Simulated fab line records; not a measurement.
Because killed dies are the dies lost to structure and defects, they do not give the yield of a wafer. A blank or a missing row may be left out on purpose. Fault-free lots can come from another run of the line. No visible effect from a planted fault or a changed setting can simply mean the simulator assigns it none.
fab line records	flow n5Finfet
record: lots: 6	wafers: 18	lastDay: 17
route steps=1938 shown BEOL_M10@1500 PASSIVATION@1936
lots untouched by any fault: they come from a run of this same line in which no faults occurred
startH: the number of hours between the record's first day and the start of the first shown wafer of the lot	waitH: hours since the lot's step before	" unchanged from the row above	L1.1+2: one row covering several wafers at once	- either no value or no given start	* or withheld: withheld	< > ~ a bound
route shown NAME@n: NAME is a module with steps in the file, n the number in the route of the first one	usual: the fault-free wafers' mean and standard deviation	same: alike in all rows	chamber/n: place in a boat	sites: each site's reading	_std_site: the standard deviation of these	_edge_site: mean of outer sites minus mean of inner sites	radiusMm: for every site, how far away it sits from the centre of the wafer	mask NAME#n: copy n	behind: the most recent tool/chamber to have shaped the wafer	hold: why the lot was held/for how many hours/how that ended	device: the transistor (n, p or np) that didn't switch	end of line: tests run on the same wafers once the route is complete	for a step that has no rows: nothing shown but its recipe	killed: at the first sort, the dies lost to defects and structure; wafer yield is something else	map: dies across one wafer; x = killed, . = not, _ = none there
set.NAME: the setting that was run; set.NAME@STEP: the one run at that earlier step	model.NAME: the simulator's own value behind a step, which no gauge read
lots at selected steps of the route; one table per step, one row per wafer
services: from which hour (startH, from the record's first day; less than 0 if before it) a tool's chamber was out of use, for how many hours, and why
== steps ==
step: N5_BEOL_M10_PEB_26
recipe: pebTempC: withheld	pebTimeS: 60	resist: CAR-ArF
step: N5_BEOL_M10_DEVELOP_27
recipe: developTimeS: 30	developer: TMAH	resist: CAR-ArF	rinseLiquid: diw	dry: airSpin	devTempC: 23
step: N5_BEOL_M10_CD_MEAS_28
recipe: targetCdNm: 70	landingEnergyEv: 500	detector: seInlens	polarity: opening
usual: cdNm: 69.6/0.82
lot.wafer	tool	chamber	startH	waitH	cdNm
L889.1	cdSem-02	0	251.67	-	70.6
L889.2	"	0	"	"	69.3
L889.3	"	0	"	"	68.9
L888.2	cdSem-01	0	251.84	-	71.2
L888.3	"	0	"	"	70.0
L888.5	"	0	"	"	70.5
L899.1	cdSem-02	0	328.13	-	70.4
L899.2	"	0	"	"	70.1
L899.4	"	0	"	"	70.5
L900.2	cdSem-01	0	332.71	-	69.6
L900.3	"	0	"	"	71.1
L900.6	"	0	"	"	69.5
L906.4	cdSem-03	0	358.26	-	70.5
L906.5	"	0	"	"	70.1
L906.6	"	0	"	"	69.7
L905.2	cdSem-02	0	362.15	-	67.6
L905.3	"	0	"	"	68.9
L905.5	"	0	"	"	69.4
step: N5_BEOL_M10_OVL_MEAS_29
recipe: pointsPerWafer: 44
usual: V9_OVL: 0.5/0.67
lot.wafer	tool	chamber	startH	waitH	V9_OVL[nm]
L889.1	overlay-01	0	251.70	0.0	1.5
L889.2	"	0	"	"	0.6
L889.3	"	0	"	"	1.9
L888.2	overlay-01	0	251.87	0.0	1.0
L888.3	"	0	"	"	1.2
L888.5	"	0	"	"	0.6
L899.1	overlay-01	0	328.16	0.0	0.3
L899.2	"	0	"	"	-0.2
L899.4	"	0	"	"	-0.2
L900.2	overlay-01	0	332.73	0.0	1.4
L900.3	"	0	"	"	1.4
L900.6	"	0	"	"	0.4
L906.4	overlay-02	0	358.29	0.0	-0.8
L906.5	"	0	"	"	-0.2
L906.6	"	0	"	"	-0.2
L905.2	overlay-02	0	362.18	0.0	-1.0
L905.3	"	0	"	"	0.6
L905.5	"	0	"	"	0.1
step: N5_BEOL_M10_INSPECT_30
recipe: mode: adi	inspectInstrument: brightfield
usual: rawDefectCount: 430/95
lot.wafer	tool	chamber	startH	waitH	rawDefectCount
L889.1	defectInspect-01	-	251.72	0.0	649
L889.2	"	-	"	"	619
L889.3	"	-	"	"	579
L888.2	defectInspect-02	-	251.89	0.0	321
L888.3	"	-	"	"	404
L888.5	"	-	"	"	357
L899.1	defectInspect-01	-	328.18	0.0	633
L899.2	"	-	"	"	604
L899.4	"	-	"	"	426
L900.2	defectInspect-01	-	332.76	0.0	464
L900.3	"	-	"	"	543
L900.6	"	-	"	"	422
L906.4	defectInspect-02	-	358.31	0.0	394
L906.5	"	-	"	"	476
L906.6	"	-	"	"	613
L905.2	defectInspect-02	-	362.20	0.0	436
L905.3	"	-	"	"	314
L905.5	"	-	"	"	423
step: N5_BEOL_M10_DESCUM_33
recipe: chemistry: O2	timeS: 7.9	sourcePowerW: 50	biasPowerW: 20	pressureMtorr: 20	rfFrequencyHz: 2.712e+07	tempC: 40	resist: CAR-ArF	o2FlowSccm: 225
usual: drypumpMotorCurrentA: 6.0/0.45	oesProductAu: 0.81/0.11	rfFwdPowerW: 49.31/0.2	rfVppV: 243.2/1.4	showerheadPlenumPTorr: 2.09/0.074	tempC: 40.02/0.11	throttleValvePct: 20.29/0.25
lot.wafer	tool	chamber	startH	waitH	drypumpMotorCurrentA	oesProductAu	rfFwdPowerW	rfHoursCounterH	rfVppV	showerheadPlenumPTorr	tempC	throttleValvePct
L889.1	rieDiel-04	3	251.76	0.0	6.1	0.77	49.04	149	241.2	2.00	40.19	20.19
L889.2	"	0	"	"	6.6	0.68	49.05	231	244.5	2.17	40.11	20.31
L889.3	"	2	"	"	6.3	0.68	49.37	243	243.5	2.04	39.94	20.61
L888.2	rieDiel-05	2	251.92	0.0	6.0	0.97	49.04	11	244.2	2.23	39.76	20.30
L888.3	"	3	"	"	6.1	0.70	49.22	256	243.8	2.12	40.09	20.12
L888.5	"	3	"	"	6.2	0.68	49.27	-	243.8	2.12	40.11	20.12
L899.1	rieDiel-04	1	328.21	0.0	6.1	0.89	49.31	22	246.1	2.15	39.94	20.04
L899.2	"	0	"	"	6.6	0.96	49.45	3	243.8	2.16	39.95	20.04
L899.4	"	2	"	"	6.4	0.93	49.49	-	243.0	2.03	39.92	20.24
L900.2	rieDiel-04	3	332.79	0.0	6.0	0.74	49.02	175	241.5	2.00	39.91	20.25
L900.3	"	2	"	"	6.3	0.92	49.38	20	243.0	2.03	40.00	20.25
L900.6	"	2	"	"	6.4	0.93	49.66	-	242.2	2.03	40.14	20.24
L906.4	rieDiel-03	0	358.34	0.0	5.3	0.68	49.59	248	243.0	2.07	40.26	20.60
L906.5	"	2	"	"	6.0	0.90	49.53	-	243.7	2.13	39.97	20.70
L906.6	"	1	"	"	6.6	0.79	49.26	-	240.9	2.01	39.87	20.14
L905.2	rieDiel-05	3	362.24	0.0	6.2	0.89	49.37	23	243.1	2.11	40.00	19.68
L905.3	"	2	"	"	5.9	0.89	49.02	56	245.3	2.22	39.86	20.37
L905.5	"	3	"	"	6.2	0.90	49.52	-	243.5	2.11	40.04	19.68
step: N5_BEOL_M10_ETCH_65
recipe: chemistry: CF4	target: SiARC	targetDepthA: 390	maskMaterial: CAR-ArF	timeS: 65	ionEnergyEv: 80	pressureMtorr: 40	sourceW: 545	biasW: 36	Ar_flow_sccm: 100	cf4FlowSccm: 100	ends: cleared
usual: biasW: 36.00/0.11	drypumpMotorCurrentA: 6.0/0.45	etchRfOnTimeS: 64.9/1.6	oesProductAu: 0.69/0.092	rfFwdPowerW: 537.5/2.1	rfVppV: 184.2/1.1	showerheadPlenumPTorr: 2.15/0.062	throttleValvePct: 15.50/0.26
lot.wafer	tool	chamber	startH	waitH	biasW	drypumpMotorCurrentA	etchRfOnTimeS	oesProductAu	rfFwdPowerW	rfHoursCounterH	rfVppV	showerheadPlenumPTorr	throttleValvePct
L889.1	rieDiel-04	3	251.79	0.0	35.84	6.1	65.4	0.66	534.4	149	185.6	2.06	15.41
L889.2	"	0	"	"	35.86	6.6	67.4	0.58	538.4	231	185.2	2.20	15.52
L889.3	"	2	"	"	35.93	6.3	65.0	0.59	536.0	243	184.4	2.10	15.99
L888.2	rieDiel-05	2	251.96	0.0	36.12	5.9	62.8	0.83	535.3	11	185.9	2.28	15.40
L888.3	"	3	"	"	35.90	6.1	66.3	0.58	538.0	256	184.0	2.19	15.52
L888.5	"	3	"	"	35.94	6.1	66.3	0.58	539.7	-	182.8	2.19	15.51
L899.1	rieDiel-04	1	328.25	0.0	36.01	6.1	63.0	0.78	537.8	22	185.9	2.17	15.06
L899.2	"	0	"	"	35.85	6.6	64.9	0.82	536.6	3	185.0	2.19	15.08
L899.4	"	2	"	"	35.87	6.3	62.8	0.80	536.4	-	184.9	2.10	15.51
L900.2	rieDiel-04	3	332.83	0.0	35.96	6.1	66.8	0.63	537.1	175	183.8	2.05	15.49
L900.3	"	2	"	"	35.98	6.3	64.5	0.78	534.8	20	183.8	2.09	15.53
L900.6	"	2	"	"	36.15	6.3	63.4	0.79	536.6	-	183.5	2.09	15.51
L906.4	rieDiel-03	0	358.38	0.0	35.98	5.3	66.0	0.57	537.3	248	183.6	2.11	15.81
L906.5	"	2	"	"	35.84	6.0	64.6	0.76	540.4	-	186.3	2.17	15.73
L906.6	"	1	"	"	35.92	6.6	62.5	0.69	537.6	-	182.0	2.07	15.43
L905.2	rieDiel-05	3	362.27	0.0	36.03	6.2	67.0	0.75	537.3	23	185.3	2.18	15.05
L905.3	"	2	"	"	36.14	6.0	64.0	0.75	534.2	56	185.4	2.26	15.48
L905.5	"	3	"	"	35.89	6.2	66.8	0.76	538.1	-	185.2	2.18	15.05
step: N5_BEOL_M10_ETCH_66
recipe: chemistry: N2/H2	target: SOC	targetDepthA: 1200	overetchA: 240	maskMaterial: SiARC	tempC: 40	timeS: 180	ionEnergyEv: 200	pressureMtorr: 30	sourceW: 840	biasW: 150	n2FlowSccm: 200	h2FlowSccm: 200
usual: biasW: 150.0/0.46	drypumpMotorCurrentA: 6.1/0.45	oesProductAu: 0.66/0.082	rfFwdPowerW: 836.2/2.6	rfVppV: 523.9/2.4	showerheadPlenumPTorr: 2.55/0.081	tempC: 39.99/0.11	throttleValvePct: 17.72/0.27
lot.wafer	tool	chamber	startH	waitH	biasW	drypumpMotorCurrentA	oesProductAu	rfFwdPowerW	rfHoursCounterH	rfVppV	showerheadPlenumPTorr	tempC	throttleValvePct
L889.1	rieDiel-04	3	251.84	0.0	149.8	6.1	0.62	831.5	149	520.1	2.44	40.06	17.67
L889.2	"	0	"	"	150.8	6.6	0.56	836.4	231	525.2	2.61	40.08	17.64
L889.3	"	2	"	"	149.9	6.4	0.55	836.1	243	521.8	2.51	40.00	18.20
L888.2	rieDiel-05	2	252.01	0.0	150.9	6.0	0.77	837.6	11	528.5	2.72	40.14	17.72
L888.3	"	3	"	"	150.2	6.2	0.55	834.7	256	527.5	2.59	40.08	17.61
L888.5	"	3	"	"	150.0	6.1	0.55	835.1	-	525.1	2.59	40.24	17.62
L899.1	rieDiel-04	1	328.30	0.0	149.2	6.1	0.73	833.1	22	524.7	2.60	40.12	17.31
L899.2	"	0	"	"	149.3	6.6	0.77	838.0	3	524.8	2.60	40.09	17.29
L899.4	"	2	"	"	149.6	6.4	0.74	837.0	-	520.9	2.50	40.07	17.78
L900.2	rieDiel-04	3	332.88	0.0	150.8	6.1	0.60	834.1	175	520.3	2.43	39.98	17.71
L900.3	"	2	"	"	149.6	6.4	0.73	835.0	20	522.1	2.50	39.77	17.80
L900.6	"	2	"	"	149.5	6.4	0.74	838.1	-	522.6	2.50	39.82	17.80
L906.4	rieDiel-03	0	358.43	0.0	149.6	5.4	0.55	840.3	248	523.7	2.49	39.91	17.92
L906.5	"	2	"	"	149.6	6.0	0.71	835.1	-	524.8	2.59	40.04	18.13
L906.6	"	1	"	"	150.0	6.6	0.64	831.8	-	521.0	2.46	39.77	17.63
L905.2	rieDiel-05	3	362.32	0.0	150.2	6.1	0.72	834.8	23	523.4	2.58	40.17	17.15
L905.3	"	2	"	"	150.2	6.0	0.70	833.6	56	528.3	2.70	40.14	17.82
L905.5	"	3	"	"	150.2	6.1	0.72	834.7	-	525.3	2.58	39.99	17.16
step: N5_BEOL_M10_STRIP_69
recipe: chemistry: N2/H2	tempC: 40	n2FlowSccm: 200	h2FlowSccm: 200	rfFrequencyHz: 6e+07
step: N5_BEOL_M10_VIA_ETCH_34
recipe: chemistry: C4F6/O2	target: SiCOH_lowk	targetDepthA: 1845	maskMaterial: SOC	taperDeg: 4	timeS: 69.2	ionEnergyEv: 250	pressureMtorr: 30	sourceW: 345	biasW: 185	Ar_flow_sccm: 300	C4F6_flow_sccm: 10	O2_flow_sccm: 10
usual: biasW: 185.1/0.54	drypumpMotorCurrentA: 6.0/0.45	oesProductAu: 0.81/0.11	rfFwdPowerW: 341.8/1.2	rfVppV: 663/11	showerheadPlenumPTorr: 2.85/0.083	throttleValvePct: 20.78/0.27
lot.wafer	tool	chamber	startH	waitH	biasW	drypumpMotorCurrentA	oesProductAu	rfFwdPowerW	rfHoursCounterH	rfVppV	showerheadPlenumPTorr	throttleValvePct
L889.1	rieDiel-04	3	251.96	0.0	185.0	6.1	0.76	341.6	149	682	2.74	20.73
L889.2	"	0	"	"	184.9	6.6	0.67	342.4	231	674	2.92	20.69
L889.3	"	2	"	"	184.2	6.4	0.68	342.0	244	650	2.78	21.13
L888.2	rieDiel-05	2	252.13	0.0	185.1	6.0	0.97	341.4	12	667	3.01	20.68
L888.3	"	3	"	"	184.8	6.2	0.68	344.0	256	642	2.91	20.73
L888.5	"	3	"	"	184.4	6.1	0.68	343.9	-	644	2.91	20.71
L899.1	rieDiel-04	1	328.42	0.0	184.0	6.1	0.91	341.8	22	661	2.89	20.38
L899.2	"	0	"	"	184.5	6.6	0.96	341.2	3	674	2.91	20.40
L899.4	"	2	"	"	185.6	6.3	0.92	340.7	-	651	2.77	20.80
L900.2	rieDiel-04	3	333.00	0.0	185.5	6.0	0.74	340.4	175	683	2.73	20.77
L900.3	"	2	"	"	184.8	6.4	0.91	342.1	20	653	2.77	20.80
L900.6	"	2	"	"	185.3	6.4	0.91	341.8	-	650	2.77	20.79
L906.4	rieDiel-03	0	358.55	0.0	184.8	5.3	0.67	343.5	248	660	2.81	21.07
L906.5	"	2	"	"	184.7	6.0	0.89	343.2	-	666	2.90	21.21
L906.6	"	1	"	"	185.1	6.6	0.79	339.6	-	655	2.76	20.70
L905.2	rieDiel-05	3	362.45	0.0	185.0	6.1	0.87	342.6	23	642	2.90	20.31
L905.3	"	2	"	"	184.8	5.9	0.88	339.9	56	667	2.99	20.74
L905.5	"	3	"	"	184.5	6.1	0.88	341.6	-	642	2.90	20.31
step: N5_BEOL_M10_STRIP_73
recipe: chemistry: C4F6/O2	resist: SiARC	rfFrequencyHz: 6e+07
step: N5_BEOL_M10_STRIP_36
recipe: chemistry: N2/H2	powerW: 450	tempC: 40	pressureMtorr: 20	rfFrequencyHz: 6e+07	overashFraction: 0.3	biasPowerW: 7	h2Frac: 0.5	n2FlowSccm: 200	h2FlowSccm: 200
usual: drypumpMotorCurrentA: 6.1/0.45	oesProductAu: 0.81/0.11	rfVppV: 59.2/1.8	showerheadPlenumPTorr: 2.54/0.081	tempC: 40.00/0.11	throttleValvePct: 23.6/0.33
lot.wafer	tool	chamber	startH	waitH	drypumpMotorCurrentA	oesProductAu	rfHoursCounterH	rfVppV	showerheadPlenumPTorr	tempC	throttleValvePct
L889.1	rieDiel-04	3	252.03	0.0	6.1	0.77	149	60.0	2.44	39.99	23.6
L889.2	"	0	"	"	6.6	0.68	231	58.2	2.61	40.04	23.4
L889.3	"	2	"	"	6.4	0.68	244	61.9	2.50	40.12	24.0
L888.2	rieDiel-05	2	252.19	0.0	6.0	0.97	12	61.9	2.71	39.88	23.7
L888.3	"	3	"	"	6.2	0.68	256	59.3	2.59	40.02	23.3
L888.5	"	3	"	"	6.1	0.69	-	62.7	2.59	40.02	23.3
L899.1	rieDiel-04	1	328.49	0.0	6.1	0.90	22	59.3	2.59	39.98	23.1
L899.2	"	0	"	"	6.6	0.96	3	57.2	2.60	40.00	23.2
L899.4	"	2	"	"	6.4	0.92	-	57.2	2.49	39.88	23.6
L900.2	rieDiel-04	3	333.06	0.0	6.0	0.74	175	58.1	2.42	39.99	23.5
L900.3	"	2	"	"	6.4	0.92	20	55.2	2.49	39.75	23.6
L900.6	"	2	"	"	6.4	0.94	-	62.2	2.49	39.86	23.6
L906.4	rieDiel-03	0	358.62	0.0	5.3	0.67	249	61.9	2.48	39.97	23.7
L906.5	"	2	"	"	6.0	0.89	-	59.7	2.58	39.88	24.2
L906.6	"	1	"	"	6.6	0.79	-	60.6	2.45	39.83	23.4
L905.2	rieDiel-05	3	362.51	0.0	6.1	0.89	23	59.3	2.58	39.97	22.8
L905.3	"	2	"	"	5.9	0.89	56	56.7	2.70	39.98	23.8
L905.5	"	3	"	"	6.1	0.88	-	59.6	2.58	39.85	22.8
step: N5_BEOL_M10_TRENCH_ETCH_37
recipe: chemistry: C4F6/O2	targetDepthA: 1488.3	target: SiCOH_lowk	timeS: 48	ionEnergyEv: 250	pressureMtorr: 30	sourceW: 345	biasW: 185	Ar_flow_sccm: 300	C4F6_flow_sccm: 10	O2_flow_sccm: 10
usual: biasW: 185.0/0.57	drypumpMotorCurrentA: 6.1/0.45	oesProductAu: 0.81/0.11	rfFwdPowerW: 340.7/1.5	rfVppV: 664/11	showerheadPlenumPTorr: 2.85/0.083	throttleValvePct: 20.81/0.27
lot.wafer	tool	chamber	startH	waitH	biasW	drypumpMotorCurrentA	oesProductAu	rfFwdPowerW	rfHoursCounterH	rfVppV	showerheadPlenumPTorr	throttleValvePct
L889.1	rieDiel-04	3	252.07	-	185.0	6.1	0.77	339.3	149	683	2.74	20.76
L889.2	"	0	"	"	184.4	6.6	0.68	339.6	231	675	2.92	20.71
L889.3	"	2	"	"	184.2	6.4	0.67	338.9	244	652	2.78	21.17
L888.2	rieDiel-05	2	252.23	-	185.4	6.0	0.97	338.3	12	666	3.01	20.70
L888.3	"	3	"	"	186.3	6.1	0.67	339.8	256	643	2.91	20.74
L888.5	"	3	"	"	185.5	6.1	0.67	341.7	-	642	2.91	20.74
L899.1	rieDiel-04	1	328.53	-	185.2	6.1	0.91	341.4	22	661	2.89	20.42
L899.2	"	0	"	"	185.3	6.6	0.97	340.2	3	675	2.91	20.44
L899.4	"	2	"	"	198.3	6.4	0.94	340.8	-	688	2.77	20.80
L900.2	rieDiel-04	3	333.10	-	184.7	6.1	0.74	339.1	175	682	2.73	20.80
L900.3	"	2	"	"	198.4	6.4	0.92	341.1	20	689	2.77	20.81
L900.6	"	2	"	"	198.0	6.3	0.93	339.8	-	688	2.77	20.82
L906.4	rieDiel-03	0	358.66	-	185.0	5.4	0.67	340.0	249	661	2.81	21.10
L906.5	"	2	"	"	184.1	6.0	0.90	340.7	-	666	2.90	21.25
L906.6	"	1	"	"	184.7	6.6	0.79	339.3	-	656	2.76	20.71
L905.2	rieDiel-05	3	362.55	-	183.8	6.1	0.86	339.7	23	642	2.90	20.34
L905.3	"	2	"	"	184.7	6.0	0.87	337.2	56	666	2.99	20.79
L905.5	"	3	"	"	184.6	6.2	0.88	341.2	-	642	2.90	20.35
step: N5_BEOL_M10_ETCH_41
recipe: chemistry: CH3F/O2	target: SiCN	targetDepthA: 426	taperDeg: 2	timeS: 86	ionEnergyEv: 120	maskMaterial: TiN	pressureMtorr: 30	sourceW: 395	biasW: 75	Ar_flow_sccm: 150	CH3F_flow_sccm: 30	O2_flow_sccm: 20
step: N5_PASSIVATION_PROBE_49
usual: defectLimitedYield: 91.1/1.4	killed_at_M0_to_M3: 34/11	killed_at_M4_up: 14/5.7	killedAtContacts: 14/6.9	killedAtFrontEnd: 40/11	killedAtOther: 4/3.1	killedDies: 105/17	killedOpen: 70/13	killedShort: 34/7.6	sort_bin_5_function: 5.3/0.95	sort_bin_6_memory: 3.3/0.64	sortNPass: 1075/17	sortYieldPct: 91.1/1.4
same: grossDies: 1180	killedAtBackSide: 0	sort_bin_4_leakage[%]: 0	sort_bin_8_speed[%]: 0
lot.wafer	tool	chamber	startH	waitH	defectLimitedYield[%]	killed_at_M0_to_M3	killed_at_M4_up	killedAtContacts	killedAtFrontEnd	killedAtOther	killedDies	killedOpen	killedShort	sort_bin_5_function[%]	sort_bin_6_memory[%]	sortNPass	sortYieldPct[%]
L889.1	prober-01	-	309.04	0.0	88.6	42	14	15	64	0	135	84	50	7.0	3.9	1045	88.6
L889.2	prober-01	-	309.09	0.1	91.9	26	12	21	34	2	95	66	28	4.2	3.7	1085	91.9
L889.3	prober-01	-	309.14	0.1	92.0	30	10	16	36	2	94	70	23	4.2	3.6	1086	92.0
L888.2	prober-01	-	311.04	0.1	90.7	43	18	12	35	2	110	75	35	5.9	2.8	1070	90.7
L888.3	prober-01	-	311.09	0.1	92.0	38	18	18	15	5	94	61	32	4.7	2.9	1086	92.0
L888.5	prober-01	-	311.19	0.2	91.4	31	9	18	39	4	101	76	25	5.4	3.0	1079	91.4
L899.1	prober-01	-	374.76	0.0	90.6	37	17	19	37	1	111	78	32	5.8	3.3	1069	90.6
L899.2	prober-01	-	374.81	0.1	89.7	44	16	11	51	0	122	86	36	6.2	3.9	1058	89.7
L899.4	prober-01	-	374.91	0.2	91.3	39	19	11	31	3	103	66	36	5.5	2.8	1077	91.3
L900.2	prober-01	-	381.61	0.1	92.0	16	7	35	35	1	94	76	17	4.9	3.0	1086	92.0
L900.3	prober-01	-	381.66	0.1	90.9	23	10	22	52	0	107	67	40	4.9	3.6	1073	90.9
L900.6	prober-01	-	381.81	0.3	90.4	38	7	22	38	8	113	69	41	5.3	4.2	1067	90.4
killed by level:class
L889.1 FIN_SAQP:geometricParticle:open=21 FIN_SAQP:geometricParticle:short=18 BEOL_M0_SAQP:geometricParticle:open=16 MOL_CONTACT_COAG:geometricParticle:open=11 BEOL_M0_SAQP:geometricParticle:short=11 DUMMY_GATE:geometricParticle:open=6 BEOL_M7:geometricParticle:open=4 MOL_CONTACT_COAG:geometricParticle:short=4
L889.2 MOL_CONTACT_COAG:geometricParticle:open=20 BEOL_M4:geometricParticle:open=8 BEOL_M2:geometricParticle:open=7 FIN_SAQP:geometricParticle:open=6 BEOL_M3:geometricParticle:open=6 DUMMY_GATE:geometricParticle:short=5 DUMMY_GATE:geometricParticle:open=5 BEOL_M0_SAQP:geometricParticle:short=5
L889.3 FIN_SAQP:geometricParticle:open=12 MOL_CONTACT_COAG:geometricParticle:open=12 FIN_SAQP:geometricParticle:short=7 BEOL_M2:geometricParticle:open=7 BEOL_M0_SAQP:geometricParticle:short=6 BEOL_M0:geometricParticle:open=6 BEOL_M3:geometricParticle:open=6 MOL_CONTACT_COAG:geometricParticle:short=4
L888.2 BEOL_M2:geometricParticle:open=11 BEOL_M0_SAQP:geometricParticle:short=11 BEOL_M0_SAQP:geometricParticle:open=10 MOL_CONTACT_COAG:geometricParticle:open=9 BEOL_M4:geometricParticle:open=9 STI_FIN_REVEAL:geometricParticle:open=7 BEOL_M3:geometricParticle:open=6 FIN_SAQP:geometricParticle:short=5
L888.3 MOL_CONTACT_COAG:geometricParticle:open=12 BEOL_M0_SAQP:geometricParticle:open=11 BEOL_M0_SAQP:geometricParticle:short=11 BEOL_M4:geometricParticle:open=7 BEOL_M2:geometricParticle:open=6 MOL_CONTACT_COAG:geometricParticle:short=6 BEOL_M3:geometricParticle:open=6 FIN_SAQP:geometricParticle:short=4
L888.5 MOL_CONTACT_COAG:geometricParticle:open=16 STI_FIN_REVEAL:geometricParticle:open=12 BEOL_M0_SAQP:geometricParticle:short=12 FIN_SAQP:geometricParticle:open=8 BEOL_M0_SAQP:geometricParticle:open=8 STI_FIN_REVEAL:geometricParticle:short=3 BEOL_M2:geometricParticle:open=3 BEOL_M3:geometricParticle:open=3
L899.1 MOL_CONTACT_COAG:geometricParticle:open=16 BEOL_M3:geometricParticle:open=11 BEOL_M4:geometricParticle:open=10 ILD0:geometricParticle:short=7 BEOL_M0_SAQP:geometricParticle:open=7 STI_FIN_REVEAL:geometricParticle:open=5 FIN_SAQP:geometricParticle:short=4 DUMMY_GATE:geometricParticle:open=4
L899.2 BEOL_M3:geometricParticle:open=10 ILD0:geometricParticle:open=9 MOL_CONTACT_COAG:geometricParticle:open=9 BEOL_M1:geometricParticle:open=9 BEOL_M2:geometricParticle:open=8 FIN_SAQP:geometricParticle:short=6 ILD0:geometricParticle:short=6 BEOL_M0_SAQP:geometricParticle:open=6
L899.4 BEOL_M4:geometricParticle:open=12 BEOL_M3:geometricParticle:open=11 MOL_CONTACT_COAG:geometricParticle:open=9 FIN_SAQP:geometricParticle:open=8 FIN_SAQP:geometricParticle:short=7 BEOL_M0_SAQP:geometricParticle:short=6 BEOL_M0_SAQP:geometricParticle:open=5 BEOL_M1:geometricParticle:open=5
L900.2 MOL_CONTACT_COAG:geometricParticle:open=34 STI_FIN_REVEAL:geometricParticle:open=15 FIN_SAQP:geometricParticle:short=4 BEOL_M0_SAQP:geometricParticle:short=4 GATE_CUT:geometricParticle:open=3 BEOL_M0:geometricParticle:open=3 BEOL_M2:geometricParticle:open=3 BEOL_M3:geometricParticle:open=3
L900.3 MOL_CONTACT_COAG:geometricParticle:open=17 FIN_SAQP:geometricParticle:short=15 FIN_SAQP:geometricParticle:open=9 STI_FIN_REVEAL:geometricParticle:open=9 BEOL_M3:geometricParticle:open=8 MOL_CONTACT_COAG:geometricParticle:short=5 BEOL_M5:geometricParticle:open=4 GATE_CUT:geometricParticle:short=4
L900.6 MOL_CONTACT_COAG:geometricParticle:open=18 FIN_SAQP:geometricParticle:short=11 BEOL_M0_SAQP:geometricParticle:short=11 BEOL_M0_SAQP:geometricParticle:open=9 STI_FIN_REVEAL:geometricParticle:open=6 FIN_SAQP:geometricParticle:open=5 DUMMY_GATE:geometricParticle:open=5 BEOL_M3:geometricParticle:open=5
== services ==
tool	chamber	startH	hours	kind
rieDiel-04	1	231.41	-	clean
rieDiel-04	1	231.41	-	consumableReplace:focusRing
rieDiel-04	1	231.41	34.0	scheduledDown
rieDiel-04	1	231.41	34.0	ventCycle
rieDiel-03	1	242.80	8.4	repair
rieDiel-04	3	254.77	12.9	repair
rieDiel-04	2	268.27	-	clean
rieDiel-04	2	268.27	-	consumableReplace:focusRing
rieDiel-04	2	268.27	18.8	scheduledDown
rieDiel-04	2	268.27	18.8	ventCycle
rieDiel-05	3	274.99	-	clean
rieDiel-05	3	274.99	-	consumableReplace:focusRing
rieDiel-05	3	274.99	26.2	scheduledDown
rieDiel-05	3	274.99	26.2	ventCycle
rieDiel-04	0	305.58	-	clean
rieDiel-04	0	305.58	-	consumableReplace:focusRing
rieDiel-04	0	305.58	15.4	scheduledDown
rieDiel-04	0	305.58	15.4	ventCycle
rieDiel-03	3	308.90	6.4	repair
rieDiel-04	3	323.50	7.8	repair
rieDiel-05	1	327.90	-	clean
rieDiel-05	1	327.90	-	consumableReplace:focusRing
rieDiel-04	0	329.44	10.8	repair
rieDiel-03	0	331.16	12.6	repair
== key ==
firstSign: step: N5_BEOL_M10_TRENCH_ETCH_37	reading: biasW	direction: up	sigmas: 23	usual: *	struck: *
effect: step: N5_BEOL_M10_TRENCH_ETCH_37	reading: rfVppV	direction: up	sigmas: 2.2	usual: 664	struck: 688
metAt N5_BEOL_M10_TRENCH_ETCH_37
struckWafers L899.4,L900.3,L900.6
onsetBetween 252.07 328.53
fault: kind: processParameterDrift	tool: rieDiel-04	chamber: 2	onsetH: 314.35	steps: N5_BEOL_M10_TRENCH_ETCH_37	channel: biasW	offset: *	shape: step	endH: 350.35	actsIn: *	stated: *
